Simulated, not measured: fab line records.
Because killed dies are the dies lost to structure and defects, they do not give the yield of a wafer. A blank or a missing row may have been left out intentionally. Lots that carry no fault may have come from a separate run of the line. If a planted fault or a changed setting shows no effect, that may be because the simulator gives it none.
What tool caused it?	flow nand-harc	57 wafers from 19 lots sampled at 6 of the route's 1302 steps

WHAT THE GAUGES READ, wafer by wafer
The record holds no reading of a measuring or inspecting step that can be judged against a usual standard deviation.

EACH LOT AND THE TOOL THAT RAN IT (in order: tool; ch and the chambers of the sampled wafers; start)
lot	NHARC_A_STAIRCASE_TRIM_18	NHARC_A_STAIRCASE_TRIM_20	NHARC_A_STAIRCASE_TRIM_187	NHARC_A_STAIRCASE_TRIM_191	NHARC_A_STAIRCASE_TRIM_226	NHARC_A_STAIRCASE_ETCH_273
L074	rie-diel-01 ch 0,1,2, day 15 22:58 or earlier	rie-diel-10 ch 0,3, day 15 22:58	rie-diel-02 ch 0,2, day 16 04:25	rie-diel-02 ch 0,2, no start	rie-diel-10 ch 1,3, no start	rie-diel-02 ch 1,3, no start
L075	rie-diel-10 ch 1,2, day 16 05:23 or earlier	rie-diel-10 ch 2,3, day 16 05:23	rie-diel-01 ch 0,3, day 16 08:01	rie-diel-01 ch 0,2, no start	rie-diel-01 ch 0,1,2, no start	rie-diel-02 ch 0,1,3, no start
L076	rie-diel-10 ch 1,2,3, day 16 20:28 or earlier	rie-diel-01 ch 0,1,3, day 16 20:28	rie-diel-02 ch 0,2,3, day 16 23:12	rie-diel-02 ch 0,2, no start	rie-diel-10 ch 1,2,3, no start	rie-diel-01 ch 0,2,3, no start
L078	rie-diel-01 ch 0,1, day 17 07:38 or earlier	rie-diel-01 ch 1,3, day 17 07:38	rie-diel-01 ch 0,3, day 17 10:20	rie-diel-01 ch 0,1, no start	rie-diel-10 ch 1,2,3, no start	rie-diel-10 ch 1,2,3, no start
L077	rie-diel-02 ch 2,3, day 17 08:16 or earlier	rie-diel-02 ch 1,2, day 17 08:16	rie-diel-10 ch 0,2,3, day 17 11:07	rie-diel-10 ch 0,1,3, no start	rie-diel-10 ch 0,2,3, no start	rie-diel-01 ch 1,2,3, no start
L079	rie-diel-01 ch 0,1,2, day 18 04:46 or earlier	rie-diel-01 ch 0,2,3, day 18 04:46	rie-diel-10 ch 0,2,3, day 18 07:28	rie-diel-10 ch 1,2,3, no start	rie-diel-10 ch 0,2, no start	rie-diel-01 ch 0,1,3, no start
L080	rie-diel-02 ch 0,2,3, day 18 07:47 or earlier	rie-diel-01 ch 0,1,3, day 18 07:47	rie-diel-01 ch 0,2,3, day 18 10:56	rie-diel-01 ch 1,2,3, no start	rie-diel-02 ch 0,1,3, no start	rie-diel-01 ch 2,3, no start
L081	rie-diel-02 ch 1,2,3, day 18 18:28 or earlier	rie-diel-02 ch 0,1,2, day 18 18:28	rie-diel-02 ch 1,3, day 18 21:29	rie-diel-02 ch 0,1, no start	rie-diel-02 ch 0,2,3, no start	rie-diel-02 ch 0,2, no start
L083	rie-diel-02 ch 1,3, day 19 08:41 or earlier	rie-diel-10 ch 1,2, day 19 08:41	rie-diel-10 ch 0,2,3, day 19 11:16	rie-diel-10 ch 0,1,2, no start	rie-diel-02 ch 0,2,3, no start	rie-diel-02 ch 0,2,3, no start
L082	rie-diel-10 ch 0,3, day 19 12:27 or earlier	rie-diel-10 ch 0,1,3, day 19 12:27	rie-diel-10 ch 0,1, day 19 15:13	rie-diel-10 ch 0,1,2, no start	rie-diel-01 ch 0,1,2, no start	rie-diel-01 ch 0,3, no start
L085	rie-diel-10 ch 0,2,3, day 20 13:19 or earlier	rie-diel-01 ch 0,1,3, day 20 13:19	rie-diel-02 ch 1,2,3, day 20 15:58	rie-diel-02 ch 0,1, no start	rie-diel-01 ch 1,2, no start	rie-diel-01 ch 2,3, no start
L086	rie-diel-02 ch 0,2,3, day 20 22:50 or earlier	rie-diel-10 ch 0,3, day 20 22:50	rie-diel-02 ch 2,3, day 21 01:31	rie-diel-02 ch 0,1,2, no start	rie-diel-10 ch 0,3, no start	rie-diel-02 ch 1,2,3, no start
L089	rie-diel-01 ch 1,2, day 21 18:32 or earlier	rie-diel-01 ch 1,2, day 21 18:32	rie-diel-10 ch 1,2,3, day 21 21:21	rie-diel-10 ch 1,2,3, no start	rie-diel-01 ch 0,1,3, no start	rie-diel-01 ch 2,3, no start
L088	rie-diel-01 ch 2,3, day 21 21:38 or earlier	rie-diel-02 ch 0,1,3, day 21 21:38	rie-diel-01 ch 0,1,3, day 22 00:22	rie-diel-01 ch 0,3, no start	rie-diel-10 ch 0,3, no start	rie-diel-01 ch 0,2,3, no start
L091	rie-diel-02 ch 0,2,3, day 22 18:31 or earlier	rie-diel-10 ch 0,2,3, day 22 18:31	rie-diel-02 ch 1,2, day 22 21:35	rie-diel-02 ch 0,2,3, no start	rie-diel-01 ch 2,3, no start	rie-diel-10 ch 2,3, no start
L090	rie-diel-01 ch 0,2, day 22 18:43 or earlier	rie-diel-02 ch 0,2, day 22 18:43	rie-diel-10 ch 2,3, day 22 21:38	rie-diel-10 ch 1,2,3, no start	rie-diel-02 ch 2,3, no start	rie-diel-01 ch 0,1,3, no start
L092	rie-diel-02 ch 1,2, day 23 10:40 or earlier	rie-diel-02 ch 0,3, day 23 10:40	rie-diel-10 ch 1,3, day 23 13:12	rie-diel-10 ch 2,3, no start	rie-diel-01 ch 1,2,3, no start	rie-diel-02 ch 1,2,3, no start
L096	rie-diel-01 ch 0,1, day 25 01:43 or earlier	rie-diel-10 ch 0,2,3, day 25 01:43	rie-diel-01 ch 1,3, day 25 04:37	rie-diel-01 ch 0,1,2, no start	rie-diel-02 ch 0,1,3, no start	rie-diel-02 ch 0,1,2, no start
L097	rie-diel-10 ch 0,2, day 25 01:33 or earlier	rie-diel-10 ch 0,2, day 25 01:33	rie-diel-10 ch 0,1,2, day 25 04:28	rie-diel-10 ch 0,1,2, no start	rie-diel-10 ch 0,2,3, no start	rie-diel-01 ch 0,1,2, no start
- NHARC_A_STAIRCASE_TRIM_18: chemistry O2, time 211.2 s.
- NHARC_A_STAIRCASE_TRIM_20: chemistry O2, time 211.2 s.
- NHARC_A_STAIRCASE_TRIM_187: chemistry O2, time 211.2 s.
- NHARC_A_STAIRCASE_TRIM_191: chemistry O2, time 211.2 s.
- NHARC_A_STAIRCASE_TRIM_226: chemistry O2, time 211.2 s.
- NHARC_A_STAIRCASE_ETCH_273: etches the open film in C4F8/O2/Ar, target depth 10200 nm, time 2468.6 s.

AS READ BY THE TOOLS THEMSELVES (means over the sampled wafers that have a number; for cases with no such wafer, the mark the record gives instead)
NHARC_A_STAIRCASE_TRIM_18.
lot	tool	chamber-pressure-mTorr (mTorr)	drypump-motor-current-A (A)	oes-product-au (a.u.)	rf-vpp-V (V)	showerhead-plenum-p-Torr (Torr)	throttle-valve-pct (%)
L074	rie-diel-01	59.97	5.6	0.995	58.3	3.60	17.032
L075	rie-diel-10	60.00	5.5	1.009	57.2	3.38	17.034
L076	rie-diel-10	60.00	5.7	1.013	56.9	3.49	17.038
L078	rie-diel-01	60.02	5.7	1.007	57.3	3.50	17.033
L077	rie-diel-02	59.95	5.7	1.013	58.4	3.63	17.033
L079	rie-diel-01	59.99	5.6	1.006	59.0	3.59	17.032
L080	rie-diel-02	60.01	5.9	1.004	57.4	3.51	17.031
L081	rie-diel-02	60.06	6.0	1.004	58.6	3.55	17.042
L083	rie-diel-02	59.98	5.8	1.004	58.5	3.69	17.029
L082	rie-diel-10	60.02	5.6	0.987	58.6	3.72	17.029
L085	rie-diel-10	60.01	5.6	1.001	58.0	3.73	17.034
L086	rie-diel-02	59.97	5.9	1.007	58.1	3.50	17.042
L089	rie-diel-01	60.01	6.0	0.989	58.5	3.65	17.037
L088	rie-diel-01	59.93	5.8	0.999	59.0	3.74	17.039
L091	rie-diel-02	59.94	5.9	1.010	57.7	3.50	17.027
L090	rie-diel-01	60.01	5.1	1.008	57.6	3.59	17.048
L092	rie-diel-02	60.00	6.1	1.008	57.8	3.39	17.046
L096	rie-diel-01	59.95	5.6	1.009	58.9	3.47	17.038
L097	rie-diel-10	59.97	5.4	1.004	57.9	3.76	17.043

NHARC_A_STAIRCASE_TRIM_20.
lot	tool	chamber-pressure-mTorr (mTorr)	drypump-motor-current-A (A)	oes-product-au (a.u.)	rf-vpp-V (V)	showerhead-plenum-p-Torr (Torr)	throttle-valve-pct (%)
L074	rie-diel-10	59.98	5.6	1.016	58.1	3.74	17.043
L075	rie-diel-10	59.94	5.6	1.004	57.6	3.41	17.040
L076	rie-diel-01	60.05	5.5	1.006	58.0	3.59	17.031
L078	rie-diel-01	60.01	5.9	1.000	57.2	3.57	17.036
L077	rie-diel-02	59.94	6.2	1.014	57.8	3.47	17.040
L079	rie-diel-01	60.05	5.5	1.011	58.1	3.68	17.029
L080	rie-diel-01	60.02	5.5	1.006	58.5	3.58	17.040
L081	rie-diel-02	60.00	6.1	1.009	58.2	3.43	17.040
L083	rie-diel-10	60.02	5.7	1.026	58.4	3.63	17.027
L082	rie-diel-10	60.01	5.8	1.005	57.6	3.65	17.039
L085	rie-diel-01	59.98	5.5	1.008	58.3	3.57	17.042
L086	rie-diel-10	59.98	5.8	1.000	58.3	3.68	17.035
L089	rie-diel-01	59.99	6.0	1.005	58.2	3.56	17.033
L088	rie-diel-02	60.03	6.0	1.003	57.5	3.57	17.032
L091	rie-diel-10	60.06	5.6	0.999	57.7	3.72	17.037
L090	rie-diel-02	60.03	6.1	1.019	57.1	3.39	17.023
L092	rie-diel-02	59.98	5.9	1.003	57.7	3.52	17.031
L096	rie-diel-10	60.05	5.6	1.007	58.4	3.71	17.030
L097	rie-diel-10	60.05	5.5	1.015	58.5	3.76	17.034

NHARC_A_STAIRCASE_TRIM_187.
lot	tool	chamber-pressure-mTorr (mTorr)	drypump-motor-current-A (A)	oes-product-au (a.u.)	rf-vpp-V (V)	showerhead-plenum-p-Torr (Torr)	throttle-valve-pct (%)
L074	rie-diel-02	59.96	6.1	1.008	58.4	3.38	17.033
L075	rie-diel-01	60.03	5.4	1.009	57.6	3.69	17.028
L076	rie-diel-02	60.01	5.9	1.003	57.6	3.52	17.043
L078	rie-diel-01	59.98	5.0	1.013	57.9	3.60	17.028
L077	rie-diel-10	60.00	5.6	1.004	57.5	3.57	17.045
L079	rie-diel-10	60.03	5.6	1.007	58.6	3.57	17.040
L080	rie-diel-01	59.97	5.4	1.012	57.8	3.68	17.036
L081	rie-diel-02	59.95	6.0	1.010	57.9	3.61	17.038
L083	rie-diel-10	60.00	5.6	1.007	58.2	3.74	17.045
L082	rie-diel-10	59.95	5.7	1.020	58.9	3.62	17.030
L085	rie-diel-02	60.03	6.0	1.004	58.5	3.54	17.032
L086	rie-diel-02	59.98	5.7	0.991	57.8	3.62	17.039
L089	rie-diel-10	59.96	5.7	1.019	57.2	3.65	17.040
L088	rie-diel-01	60.03	5.5	1.003	56.8	3.57	17.035
L091	rie-diel-02	60.07	6.2	1.012	57.6	3.45	17.032
L090	rie-diel-10	59.97	5.8	1.004	58.5	3.68	17.036
L092	rie-diel-10	59.97	5.9	1.004	58.1	3.58	17.035
L096	rie-diel-01	60.03	5.9	1.016	58.7	3.54	17.039
L097	rie-diel-10	60.01	5.5	1.019	57.8	3.68	17.033

NHARC_A_STAIRCASE_TRIM_191.
lot	tool	chamber-pressure-mTorr (mTorr)	drypump-motor-current-A (A)	oes-product-au (a.u.)	rf-vpp-V (V)	showerhead-plenum-p-Torr (Torr)	throttle-valve-pct (%)
L074	rie-diel-02	60.02	6.1	1.008	57.7	3.38	17.037
L075	rie-diel-01	59.99	5.5	0.996	58.4	3.70	17.030
L076	rie-diel-02	59.96	6.1	0.998	57.0	3.41	17.032
L078	rie-diel-01	60.01	5.2	1.005	57.4	3.51	17.045
L077	rie-diel-10	60.00	5.7	1.008	57.3	3.66	17.036
L079	rie-diel-10	60.05	5.7	1.012	56.9	3.49	17.033
L080	rie-diel-01	60.01	5.9	1.005	57.7	3.66	17.039
L081	rie-diel-02	60.04	6.2	1.018	57.5	3.50	17.040
L083	rie-diel-10	60.01	5.6	1.017	58.2	3.71	17.034
L082	rie-diel-10	60.02	5.5	1.019	58.4	3.71	17.030
L085	rie-diel-02	59.99	6.2	1.008	57.0	3.46	17.035
L086	rie-diel-02	60.00	6.2	1.015	56.8	3.43	17.028
L089	rie-diel-10	60.03	5.7	1.019	58.6	3.65	17.043
L088	rie-diel-01	60.01	5.4	1.013	58.6	3.66	17.030
L091	rie-diel-02	59.97	5.9	1.010	57.4	3.50	17.038
L090	rie-diel-10	60.01	5.7	1.005	58.7	3.65	17.036
L092	rie-diel-10	60.00	5.8	1.011	58.0	3.67	17.029
L096	rie-diel-01	59.97	5.6	1.004	58.2	3.56	17.042
L097	rie-diel-10	59.99	5.5	1.015	57.6	3.68	17.041

NHARC_A_STAIRCASE_TRIM_226.
lot	tool	chamber-pressure-mTorr (mTorr)	drypump-motor-current-A (A)	oes-product-au (a.u.)	rf-vpp-V (V)	showerhead-plenum-p-Torr (Torr)	throttle-valve-pct (%)
L074	rie-diel-10	59.96	5.9	1.003	56.7	3.62	17.039
L075	rie-diel-01	59.97	5.6	1.009	58.2	3.60	17.045
L076	rie-diel-10	60.03	5.7	1.009	57.8	3.49	17.038
L078	rie-diel-10	60.03	5.7	1.008	58.5	3.49	17.041
L077	rie-diel-10	59.98	5.6	1.000	59.0	3.57	17.042
L079	rie-diel-10	60.04	5.4	1.011	58.9	3.61	17.021
L080	rie-diel-02	59.99	6.0	1.006	58.6	3.58	17.048
L081	rie-diel-02	60.05	5.9	1.008	57.7	3.51	17.035
L083	rie-diel-02	60.03	5.9	1.009	57.7	3.51	17.049
L082	rie-diel-01	60.01	5.6	1.006	58.2	3.58	17.039
L085	rie-diel-01	60.02	6.0	0.994	58.0	3.66	17.034
L086	rie-diel-10	59.97	5.7	0.990	58.3	3.72	17.042
L089	rie-diel-01	60.03	5.5	1.008	57.4	3.57	17.044
L088	rie-diel-10	59.97	5.8	1.002	57.8	3.67	17.033
L091	rie-diel-01	60.02	5.8	1.001	58.1	3.74	17.037
L090	rie-diel-02	60.02	5.7	0.993	58.4	3.61	17.036
L092	rie-diel-01	59.96	5.9	1.002	57.8	3.64	17.037
L096	rie-diel-02	60.02	5.9	1.004	58.1	3.56	17.040
L097	rie-diel-10	60.05	5.6	1.010	58.7	3.71	17.031

NHARC_A_STAIRCASE_ETCH_273.
lot	tool	chamber-pressure-mTorr (mTorr)	oes-product-au (a.u.)	rf-vpp-V (V)
L074	rie-diel-02	25.014	0.941	1839
L075	rie-diel-02	25.014	0.933	1832
L076	rie-diel-01	24.996	0.952	1838
L078	rie-diel-10	25.020	0.939	1823
L077	rie-diel-01	24.992	0.930	1836
L079	rie-diel-01	25.015	0.951	1831
L080	rie-diel-01	25.004	0.945	1843
L081	rie-diel-02	25.007	0.952	1817
L083	rie-diel-02	25.000	0.940	1825
L082	rie-diel-01	25.021	0.946	1832
L085	rie-diel-01	25.004	0.944	1842
L086	rie-diel-02	25.003	0.937	1827
L089	rie-diel-01	25.021	0.939	1842
L088	rie-diel-01	24.997	0.940	1837
L091	rie-diel-10	24.996	0.933	1837
L090	rie-diel-01	25.004	0.939	1830
L092	rie-diel-02	25.013	0.934	1826
L096	rie-diel-02	24.989	0.944	1819
L097	rie-diel-01	25.018	0.930	1829

THE ANSWER, worked out from the rows above alone
Rule: the lots themselves supply what counts as usual. The widest of any qualifying gaps counts: lots, ordered by their means at a reading, are off when they make up no more than a third of the lots, leave a main group of 4 or more, and stand apart from it by 3 or more times the standard deviation of that group's means. The tables above print the reading to a certain number of digits; a main group whose means all agree to those digits is not used. A lot without any number at a reading at which 4 lots or more have one is off too. The other lots that the step has rows for count as sound. The gauges are gone through in route order, then the tools' own readings, and for those a lot's mean is taken as printed above. The first step at which some lot is off is used, and at that step the reading that is off furthest; a lot without a number counts as furthest.
No lot is off at any reading shown: from this, nothing can be told.

WHAT THE SIMULATOR HAD PUT IN
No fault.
